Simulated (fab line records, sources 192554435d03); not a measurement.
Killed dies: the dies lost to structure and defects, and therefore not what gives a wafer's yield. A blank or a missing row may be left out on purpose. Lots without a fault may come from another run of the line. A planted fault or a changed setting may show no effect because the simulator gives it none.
Split-lot study || flow n5 finfet || on a route of 1938 steps: 7 lots, 21 wafers read

## THE SPLIT
At N5_BEOL_M4_TRENCH_ETCH_37 (etches SiOC in C4F6/O2, target depth 55.555 nm, time 29.2 s), the setting bias w was moved away from the recipe's 185 W on 5 of the 21 wafers read, by -18.0% to +5.7%. The other wafers ran this setting at the recipe's value.

Reading taken at the split's own step.

## THE READING
rf vpp V, in V, at N5_BEOL_M4_TRENCH_ETCH_37 (etches SiOC in C4F6/O2, target depth 55.555 nm, time 29.2 s). On this fab line, fault-free wafers typically give 665 V with a standard deviation of 19 V.

{"wafer": "L074.1", "tool, chamber at the split": "rie diel-06, 2", "bias w as run, W": 195.5, "against the recipe": "+5.7%", "rf vpp V, V": 678, "against lot-mates on the recipe": "+12"}
{"wafer": "L074.2", "tool, chamber at the split": "rie diel-06, 0", "bias w as run, W": 185, "against the recipe": "recipe", "rf vpp V, V": 665, "against lot-mates on the recipe": "-"}
{"wafer": "L074.5", "tool, chamber at the split": "rie diel-06, 0", "bias w as run, W": 185, "against the recipe": "recipe", "rf vpp V, V": 666, "against lot-mates on the recipe": "-"}
{"wafer": "L075.1", "tool, chamber at the split": "rie diel-03, 0", "bias w as run, W": 164.1, "against the recipe": "-11.3%", "rf vpp V, V": 615, "against lot-mates on the recipe": -57}
{"wafer": "L075.2", "tool, chamber at the split": "rie diel-03, 2", "bias w as run, W": 185, "against the recipe": "recipe", "rf vpp V, V": 692, "against lot-mates on the recipe": "-"}
{"wafer": "L075.6", "tool, chamber at the split": "rie diel-03, 3", "bias w as run, W": 185, "against the recipe": "recipe", "rf vpp V, V": 652, "against lot-mates on the recipe": "-"}
{"wafer": "L079.4", "tool, chamber at the split": "rie diel-03, 2", "bias w as run, W": 185, "against the recipe": "recipe", "rf vpp V, V": 692, "against lot-mates on the recipe": "-"}
{"wafer": "L079.5", "tool, chamber at the split": "rie diel-03, 2", "bias w as run, W": 185, "against the recipe": "recipe", "rf vpp V, V": 692, "against lot-mates on the recipe": "-"}
{"wafer": "L079.6", "tool, chamber at the split": "rie diel-03, 3", "bias w as run, W": 185, "against the recipe": "recipe", "rf vpp V, V": 652, "against lot-mates on the recipe": "-"}
{"wafer": "L080.1", "tool, chamber at the split": "rie diel-03, 3", "bias w as run, W": 154.2, "against the recipe": "-16.6%", "rf vpp V, V": 567, "against lot-mates on the recipe": -115}
{"wafer": "L080.4", "tool, chamber at the split": "rie diel-03, 1", "bias w as run, W": 185, "against the recipe": "recipe", "rf vpp V, V": 681, "against lot-mates on the recipe": "-"}
{"wafer": "L080.5", "tool, chamber at the split": "rie diel-03, 1", "bias w as run, W": 185, "against the recipe": "recipe", "rf vpp V, V": 683, "against lot-mates on the recipe": "-"}
{"wafer": "L085.1", "tool, chamber at the split": "rie diel-03, 2", "bias w as run, W": 185, "against the recipe": "recipe", "rf vpp V, V": 692, "against lot-mates on the recipe": "-"}
{"wafer": "L085.3", "tool, chamber at the split": "rie diel-03, 1", "bias w as run, W": 185, "against the recipe": "recipe", "rf vpp V, V": 681, "against lot-mates on the recipe": "-"}
{"wafer": "L085.6", "tool, chamber at the split": "rie diel-03, 1", "bias w as run, W": 154.4, "against the recipe": "-16.5%", "rf vpp V, V": 589, "against lot-mates on the recipe": -98}
{"wafer": "L087.1", "tool, chamber at the split": "rie diel-02, 1", "bias w as run, W": 185, "against the recipe": "recipe", "rf vpp V, V": 689, "against lot-mates on the recipe": "-"}
{"wafer": "L087.3", "tool, chamber at the split": "rie diel-02, 2", "bias w as run, W": 185, "against the recipe": "recipe", "rf vpp V, V": 651, "against lot-mates on the recipe": "-"}
{"wafer": "L087.5", "tool, chamber at the split": "rie diel-02, 0", "bias w as run, W": 185, "against the recipe": "recipe", "rf vpp V, V": 625, "against lot-mates on the recipe": "-"}
{"wafer": "L096.1", "tool, chamber at the split": "rie diel-06, 2", "bias w as run, W": 185, "against the recipe": "recipe", "rf vpp V, V": 648, "against lot-mates on the recipe": "-"}
{"wafer": "L096.3", "tool, chamber at the split": "rie diel-06, 1", "bias w as run, W": 151.7, "against the recipe": "-18.0%", "rf vpp V, V": 566, "against lot-mates on the recipe": -82}
{"wafer": "L096.4", "tool, chamber at the split": "rie diel-06, 2", "bias w as run, W": 185, "against the recipe": "recipe", "rf vpp V, V": 648, "against lot-mates on the recipe": "-"}

FIT RESULTS
A straight line over all 21 wafers: rf vpp V changes by +5.29 V for each +1% of bias w; r = +0.88; the points scatter about the line by 20 V.
The same after taking each lot's own level away (the mean of its wafers on the recipe; 21 wafers): +5.45 V for each +1%; r = +0.91; scatter 17 V.
The reading moves by 98 V for the largest change in bias w, on that fit.
Measured against the standard deviation above, the lots' own levels, which go from 648.0 to 686.5 V, span 2.0 times it.
So the lot-to-lot level changes the slope little: the two slopes agree.
Check: with one of the wafers moved furthest among these (-18.0%) left out of the fit, the line predicts -107 V for it against its lot-mates. It came out at -82 V against them.
Tool readings at the split's step, against how far the setting was moved: rf vpp V r = +0.88.

## OTHER SPLITS ON THESE WAFERS
These wafers also went through other splits before the reading. Each is held against what the fit with the lots' levels taken away leaves over:
{"other split on the same wafers": "N5_BEOL_M1_TRENCH_ETCH_37 time s", "wafers away from the commonest value": 6, "r with rf vpp V (lot level and that fit taken away)": "+0.07"}
{"other split on the same wafers": "N5_BEOL_M2_HM_DEP_02 target thk a", "wafers away from the commonest value": 7, "r with rf vpp V (lot level and that fit taken away)": -0.47}
{"other split on the same wafers": "N5_BEOL_M2_COAT_73 temp c", "wafers away from the commonest value": 9, "r with rf vpp V (lot level and that fit taken away)": -0.08}
{"other split on the same wafers": "N5_BEOL_M2_TRENCH_ETCH_37 time s", "wafers away from the commonest value": 4, "r with rf vpp V (lot level and that fit taken away)": -0.55}
{"other split on the same wafers": "N5_BEOL_M2_SURFACE_TREAT_85 time s", "wafers away from the commonest value": "as run: not given for these wafers", "r with rf vpp V (lot level and that fit taken away)": "-"}
{"other split on the same wafers": "N5_BEOL_M3_EXPOSE_08 dose mj", "wafers away from the commonest value": 5, "r with rf vpp V (lot level and that fit taken away)": "+0.01"}

## FILE'S OWN FIT
rf vpp V changes by +5.54 V for each +1% of bias w, r = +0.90.
